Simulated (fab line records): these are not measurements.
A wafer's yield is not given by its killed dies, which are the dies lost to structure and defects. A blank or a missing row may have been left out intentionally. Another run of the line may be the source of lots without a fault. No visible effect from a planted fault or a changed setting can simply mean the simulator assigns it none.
Matching of chambers + flow n5 finfet + 4 sister chambers for N5_BEOL_M5_ETCH_62 on rie diel-04
The step etches SOC in N2/H2, target depth 75 nm, overetch 15 nm, time 112.5 s. 4 wafers are shown with their chamber, then 12 later ones without.

== WAFERS WITH THEIR CHAMBER ==
| wafer  | chamber | drypump motor current A (A) |
|--------|---------|-----------------------------|
| L086.3 | 0       | 6.0                         |
| L086.5 | 3       | 4.9                         |
| L087.5 | 1       | 5.5                         |
| L087.6 | 2       | 4.8                         |

== WAFERS WITH NO CHAMBER GIVEN ==
| wafer  | drypump motor current A (A) |
|--------|-----------------------------|
| L089.1 | 5.6                         |
| L089.3 | 4.9                         |
| L089.6 | 4.9                         |
| L091.1 | 5.5                         |
| L091.3 | 4.9                         |
| L091.4 | 4.8                         |
| L094.2 | 6.1                         |
| L094.3 | 4.9                         |
| L094.6 | 5.6                         |
| L097.1 | 4.8                         |
| L097.2 | 4.9                         |
| L097.5 | 6.0                         |

== EACH ONE'S CHAMBER ==
| wafer  | from the rows above | in truth                   |
|--------|---------------------|----------------------------|
| L089.1 | 1                   | 1                          |
| L089.3 | 3                   | 3                          |
| L089.6 | 3                   | 3                          |
| L091.1 | 1                   | 1                          |
| L091.3 | 3                   | 3                          |
| L091.4 | 2                   | 2                          |
| L094.2 | 0                   | 0                          |
| L094.3 | 3                   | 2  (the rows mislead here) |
| L094.6 | 1                   | 1                          |
| L097.1 | 2                   | 2                          |
| L097.2 | 3                   | 3                          |
| L097.5 | 0                   | 0                          |
Placed correctly: 11 of 12. Number that these rows cannot place: 0. Number placed wrongly: 1.
How it was worked out, from the rows above alone: a wafer's distance from a chamber is the root of the sum, over the readings, of the square of ((its reading less the chamber's mean) divided by the reading's scatter). If the next closest chamber is less than 2 further off than the closest, the wafer can't be placed; otherwise it belongs to the closest. A chamber's mean is the mean of its shown wafers. The scatter (one wafer shown for each chamber): square how far every hidden wafer sits from the nearest shown wafer, average those squares and take the square root.
